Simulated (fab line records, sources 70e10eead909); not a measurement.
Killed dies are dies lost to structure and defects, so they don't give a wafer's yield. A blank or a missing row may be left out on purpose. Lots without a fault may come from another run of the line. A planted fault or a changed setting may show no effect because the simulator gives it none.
A struck lot beside a sound one | flow nand_harc | 17 steps out of a route of 1302
Sound: wafers L151.1, L151.2, L151.6. Struck: wafers L160.1, L160.3, L160.4. The cause comes at the end.
At each step with rows: each side's tool, then ch and its chambers, then its first start. Under that, the readings that differ: sound wafers | struck wafers | difference of the means | sigmas: that difference in standard deviations of wafers without a fault.
alike: readings whose means differ by less than 2 such deviations, and words and numbers that are the same on both sides. not compared: withheld readings, readings that some wafer has no value for, bounds like >300 that may hide the same value, and numbers for which the record gives no deviation and whose values overlap.
The two part at a step that has a row with sigmas, a row that says differs or no value, or rows on one side only. Numbers that don't overlap but have no deviation are shown without sigmas and don't part them. A reading that every wafer of one side lacks parts them only if that side has two wafers or more.

NHARC_P_BONDPAD_ACTIVATE_29: chemistry N2, time 60 s.
  sound on rie_diel-03 ch 1,2,3, day 7 23:07; struck on rie_diel-02 ch 1,2,3, day 11 15:35
  alike: drypump_motor_current_A, oes_product_au, rf_vpp_V, showerhead_plenum_p_Torr
  not compared: rf_hours_counter_h
then, 2 steps without rows for these wafers: NHARC_P_BONDPAD_PRECLEAN_30 (cleans in DIW, time 300 s); NHARC_P_BONDPAD_SRD_31 (time 30 s, dry time 20 s).
NHARC_A_START_INSPECT_01:
  sound on defect_inspect-02, day 7 23:32; struck on defect_inspect-01, day 11 15:59
  alike: raw_defect_count
then, 8 steps without rows for these wafers: NHARC_A_ZERO_WELL_PRECLEAN_00 (cleans in SPM, time 600 s); NHARC_A_ZERO_WELL_SRD_01; NHARC_A_ZERO_WELL_DEHYDRATE_02 (time 120 s); NHARC_A_ZERO_WELL_HMDS_03 (time 30 s); NHARC_A_ZERO_WELL_COAT_18 (time 65 s); NHARC_A_ZERO_WELL_COAT_04 (resist thk 600 nm); NHARC_A_ZERO_WELL_SOFTBAKE_05 (time 70 s); NHARC_A_ZERO_WELL_EBR_06.
NHARC_A_ZERO_WELL_EXPOSE_07: exposes mask A ZERO.
  sound on krf_scanner-04 ch 0, day 8 00:13; struck on krf_scanner-04 ch 0, day 11 16:33
  reading              | sound             | struck            | difference | sigmas
  exposure_dose_mJ_cm2 | 34.21 34.20 34.23 | 43.10 43.09 43.10 | +8.88      | +49
  alike: mask
then, 2 steps without rows for these wafers: NHARC_A_ZERO_WELL_PEB_08 (peb time 80 s); NHARC_A_ZERO_WELL_DEVELOP_09 (time 50 s).
NHARC_A_ZERO_WELL_CD_MEAS_10: target cd 2000 nm.
  sound on cd_sem-01 ch 0, day 8 00:22; struck on cd_sem-02 ch 0
  reading    | sound                | struck               | difference | sigmas
  cd_nm (nm) | 2000.9 1999.9 1998.1 | 2009.1 2006.9 2005.8 | +7.6       | +5
  not compared: hold
-- the record jumps here: 17 days lie between the struck wafers' starts before and after (it left off in module A_ZERO_WELL and takes up again in module END, whose first step shown is number 1302 of the route) --
NHARC_END_SORT_01:
  the record has rows for the struck wafers here (prober-01 ch 0, day 29 02:35) and none for the sound ones

WHERE THEY PART
First at NHARC_A_ZERO_WELL_EXPOSE_07; last, within this record, at NHARC_END_SORT_01.

WHY: what the simulator had put in
Process parameter drift: krf_scanner-04, from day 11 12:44 on, at NHARC_A_ZERO_WELL_EXPOSE_07. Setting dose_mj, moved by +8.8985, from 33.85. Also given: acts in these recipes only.
